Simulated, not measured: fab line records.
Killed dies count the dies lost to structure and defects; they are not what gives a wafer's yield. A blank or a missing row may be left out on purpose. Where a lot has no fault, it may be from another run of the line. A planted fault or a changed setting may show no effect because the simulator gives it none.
Matching of chambers | flow nand-harc | 3 sister chambers for NHARC_A_CHANNEL_HOLE_D1_DEP_01 on pecvd-02
The step deposits SiON, target thk 140 nm. 3 wafers are shown with their chamber, then 7 later ones without.

== WAFERS WITH THEIR CHAMBER ==
wafer  | chamber | showerhead-vpp-V (V)
L306.5 | 2       | 1089
L305.4 | 1       | 1131
L305.5 | 0       | 1196

== WAFERS WHOSE CHAMBER IS MISSING ==
wafer  | showerhead-vpp-V (V)
L318.4 | 1151
L318.6 | 1194
L319.4 | 1116
L319.6 | 1199
L320.1 | 1186
L320.4 | 1113
L320.6 | 1107

== WHICH CHAMBER EACH WENT THROUGH ==
wafer  | from the rows above     | in truth
L318.4 | can't be placed: 1 or 0 | 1
L318.6 | 0                       | 0
L319.4 | can't be placed: 1 or 2 | 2
L319.6 | 0                       | 0
L320.1 | 0                       | 0
L320.4 | can't be placed: 1 or 2 | 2
L320.6 | can't be placed: 2 or 1 | 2
3 of 7 placed correctly. Can't be placed from these rows: 4 (the true chamber is among the candidates in 4). 0 placed wrongly.
How it was worked out, from the rows above alone: a wafer's distance from a chamber is the root of the sum, over the readings, of the square of ((its reading less the chamber's mean) divided by the reading's scatter). The wafer belongs to the nearest chamber; if the next one is less than 2 further off, it can't be placed. Each chamber's mean is taken over the wafers shown for it. The scatter: with one shown wafer a chamber, the root of the mean of the squares of how far each hidden wafer lies from its nearest shown one.
